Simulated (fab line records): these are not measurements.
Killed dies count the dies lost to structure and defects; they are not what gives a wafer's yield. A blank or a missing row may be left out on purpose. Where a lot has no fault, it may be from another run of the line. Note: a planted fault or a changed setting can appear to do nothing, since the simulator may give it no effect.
A struck lot beside a sound one :: flow nandHarc :: 17 out of 1302 route steps
Sound: these wafers, L302.2, L302.3, L302.5. Struck: wafers L307.1, L307.3 (left out: L307.5, a lot-mate that was not struck); the cause follows at the end.
Each step with rows lists, per side, the tool, then ch with its chambers, then its first start. Under that, the readings that differ: sound wafers :: struck wafers :: difference of the means :: sigmas: that difference in standard deviations of wafers without a fault.
alike: words and numbers the same on both sides, and readings whose means are apart by under 2 such deviations; not compared: readings that were withheld, readings missing a value for some wafer, numbers with overlapping values and no deviation given by the record, and bounds like >300 which may hide the same value.
A row with sigmas, a row that says differs or no value, or rows on one side alone: a step with any of these is where the two part. Numbers that have no deviation but don't overlap get no sigmas and don't part them. A reading that every wafer of one side lacks parts them only if that side has two wafers or more.

NHARC_A_M1_INSPECT_11:
  sound on defectInspect-02 at day 24 00:54; struck on defectInspect-01 at day 26 08:32
  alike: rawDefectCount
then, 1 step without rows for these wafers: NHARC_A_M1_DESCUM_14 (chemistry O2, time 3 s).
NHARC_A_M1_ETCH_35: etches the open film in N2/H2, target depth 40 nm, overetch 12 nm, time 43.94 s.
  sound on rieDiel-02 ch 1,2,3, day 24 01:03; struck on rieDiel-06 ch 0,1, day 26 08:41
  alike: drypumpMotorCurrentA, oesProductAu, rfVppV, showerheadPlenumPTorr, throttleValvePct
  not compared: rfHoursCounterH
then, 1 step without rows for these wafers: NHARC_A_M1_ETCH_15 (etches the open film in C4F8/Ar, target depth 182.5 nm, time 91.2 s).
NHARC_A_M1_CD_MEAS_16:
  sound on cdSem-01 at day 24 01:16; struck on cdSem-02 at day 26 08:54
  alike: cdNm
NHARC_A_M1_STRIP_18: strips in N2/H2.
  sound on rieDiel-06 ch 1,3, day 24 01:20; struck on rieDiel-02 ch 0,3, day 26 09:02
  alike: drypumpMotorCurrentA, oesProductAu, powerW, rfVppV, showerheadPlenumPTorr, throttleValvePct
  not compared: rfHoursCounterH
NHARC_A_M1_ETCH_28: etches the open film in CF4/N2, target depth 30 nm, time 72.99 s.
  sound: rieDiel-06 ch 0,1,3; struck: rieDiel-02 ch 0,3
  alike: drypumpMotorCurrentA, oesProductAu, rfVppV, showerheadPlenumPTorr, throttleValvePct
  not compared: rfHoursCounterH
then, 4 steps without rows for these wafers: NHARC_A_M1_STRIP_19 (strips in post etch residue remover, time 600 s); NHARC_A_M1_DEGAS_29 (time 60 s); NHARC_A_M1_PRE_CLEAN_30 (time 30 s); NHARC_A_M1_PVD_20 (deposits TaN, target thk 5 nm, time 8.06 s).
NHARC_A_M1_PVD_21: deposits Cu, target thk 30 nm, time 20.49 s.
  sound on pvdSputter-03; struck on pvdSputter-03
  alike: throttleValvePct
NHARC_A_M1_ECD_22: material Cu, target thk 400 nm.
  sound on ecdCu-01 ch 0,1, day 24 02:20; struck on ecdCu-01 ch 0,1, day 26 09:59
NHARC_A_M1_ANNEAL_31: time 90 s.
  sound on rtpAnneal-02 ch 0, day 24 02:47; struck on rtpAnneal-01 ch 0, day 26 10:21
  alike: wafer_temp_C_max
NHARC_A_M1_CMP_23: polishes, t overpolish 20 s, target thk 154.34 nm.
  sound on cmp-04 ch 0,3, day 24 03:04; struck on cmp-04 ch 0,2, day 26 10:43
reading: timeToEndpointS (s)
sound: 26.5 22.5 25.6
struck: 38.8 42.3
difference: +15.7
sigmas: +6
  alike: motorCurrentA
NHARC_A_M1_THK_MEAS_24: measures by xrf.
  sound on filmMetro-01 at day 24 03:23; struck on filmMetro-01 at day 26 11:01
reading: thkNm (nm)
sound: 148.5 153.2 150.9
struck: 153.5 155.8
difference: +3.8
sigmas: +3
NHARC_END_SORT_01:
  sound on prober-02 ch 0, day 25 15:06; struck on prober-01 ch 0, day 27 21:24
  alike: defectLimitedYield, killedAtArray, killedAtOther, killedAtPeriphery, killedDies, killedOpen, killedShort, sort_bin_2_pct, sort_bin_3_pct, sort_bin_4_pct, sortNPass, sortRimYieldPct, sortYieldPct

## WHERE THEY PART
First at NHARC_A_M1_CMP_23; last, within this record, at NHARC_A_M1_THK_MEAS_24. Later steps at which nothing parts them and some readings are alike: NHARC_END_SORT_01.

WHY: whatever the simulator had introduced
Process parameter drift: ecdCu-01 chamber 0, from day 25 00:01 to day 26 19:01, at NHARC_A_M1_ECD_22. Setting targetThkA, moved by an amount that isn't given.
